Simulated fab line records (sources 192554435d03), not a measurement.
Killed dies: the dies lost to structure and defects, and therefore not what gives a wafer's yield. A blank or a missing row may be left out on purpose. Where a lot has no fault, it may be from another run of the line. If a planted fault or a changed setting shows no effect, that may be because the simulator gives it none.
Code-filled problem report in 8D (eight disciplines) form ; flow n5-finfet ; the parts of the form that need people (team, actions taken, sign-off) are left out

1. THE PROBLEM
N5_PASSIVATION_PROBE_49, killed_at_M4_up: mean 113 over 1 wafer from 1 lot; wafers with no fault: 13, standard deviation 5. That is +20 standard deviations from the usual mean.
Earliest sighting: wafer L649.5 on prober-02 at day 16 15:05. The record has a number at this step for 6 wafers belonging to 2 lots. By rule, "out" or "out of limits" means more than 4 standard deviations away from the usual mean. All remaining wafers that have a number are taken as sound.

2. WHAT THIS IS AND IS NOT
question;is;is not
which readings at this step;killed_at_M4_up, defect-limited-yield, killed-dies, killed-on-rim, sort_bin_5_function, sort-n-pass, sort-yield-pct;killed_at_M0_to_M3, killed-at-contacts, killed-at-front-end, killed-open, killed-short, sort_bin_6_memory
which lots;L649;L642
which wafers of those lots;L649.5;L649.1, L649.3
read on which tools;prober-02;-
when;from day 16 15:05;up to then (5 sound wafers)

3. WHAT RULES OUT EACH SUSPECT
Counting: a tool at a process step up to the reading stays a suspect if it ran every lot that is out. Sound lots after the first of them don't rule it out here, since some wafers of a struck lot are sound.
- pvd-sputter-01 at N5_BEOL_M4_SPUTTER_90 (material Cu, target thk 4.5 nm, time 8.29 s): kept. It ran the lot that is out, L649 (day 12 01:19).
- rie-diel-06 at N5_PASSIVATION_VIA_ETCH_13 (etches SiO2 in CHF3/O2, target depth 660 nm, time 330 s): kept. It ran the lot that is out, L649 (day 16 08:16).
- rie-diel-02 at N5_PASSIVATION_STRIP_48 (strips in O2): kept. It ran the lot that is out, L649 (day 16 12:24).
- prober-02 at N5_PASSIVATION_PROBE_49: kept. It ran the lot that is out, L649 (day 16 14:53); its last sound lot up to then is L642 (day 13 15:10). Its own defect-limited-yield, killed_at_M4_up, killed-dies, killed-on-rim, sort_bin_5_function, sort-n-pass, sort-yield-pct readings are out on those wafers.
- In rie-diel-02 at N5_PASSIVATION_STRIP_48, the wafers that are out were processed in chamber 2 and their sound lot-mates in chambers 1, 3.
Left after counting: pvd-sputter-01 at N5_BEOL_M4_SPUTTER_90, rie-diel-06 at N5_PASSIVATION_VIA_ETCH_13, rie-diel-02 at N5_PASSIVATION_STRIP_48, prober-02 at N5_PASSIVATION_PROBE_49.

4. THE CAUSE (what the simulator had put in)
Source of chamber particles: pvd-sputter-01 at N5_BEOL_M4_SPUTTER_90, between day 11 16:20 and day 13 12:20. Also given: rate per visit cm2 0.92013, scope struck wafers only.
Of the 4 suspects that counting leaves, this tool is one.

5. THE CHAIN OF EFFECTS, in route order
Each row: a reading where the mean over the struck wafers with a number is more than 3 standard deviations away from the usual. Only readings for which the record gives a usual standard deviation are gone through. hours: the time from each lot's start at the first step in this table that gives one to its start at this step, as a median over the lots. sigmas: the change in usual standard deviations.
hours;step;reading;usual;on struck wafers;change;sigmas
0;N5_PASSIVATION_PROBE_49;defect-limited-yield;91.0 %;82.7;-8.3;-5.5
0;N5_PASSIVATION_PROBE_49;killed_at_M4_up;13;113;+100;+20
0;N5_PASSIVATION_PROBE_49;killed-dies;106;204;+98;+5.8
0;N5_PASSIVATION_PROBE_49;killed-on-rim;13;30;+17;+4.0
0;N5_PASSIVATION_PROBE_49;sort_bin_5_function;5.3 %;10.6;+5.3;+5.3
0;N5_PASSIVATION_PROBE_49;sort-n-pass;1074;976;-98;-5.8
0;N5_PASSIVATION_PROBE_49;sort-yield-pct;91.0 %;82.7;-8.3;-5.5
The process steps in it:
- N5_PASSIVATION_PROBE_49

6. WHAT WOULD HAVE CAUGHT IT SOONER
In this record no reading fell out of limits until day 16 15:05, 119 hours after the fault had begun at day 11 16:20.
An alarm limit of 4 standard deviations would not have fired on the tool readings at N5_BEOL_M4_SPUTTER_90 for which the record gives a usual standard deviation, since none of them was out on any struck wafer.
Lots out: 1; all had begun N5_BEOL_M4_SPUTTER_90 on pvd-sputter-01 by day 16 15:05. A hold on the tool at that time would have spared none of them.
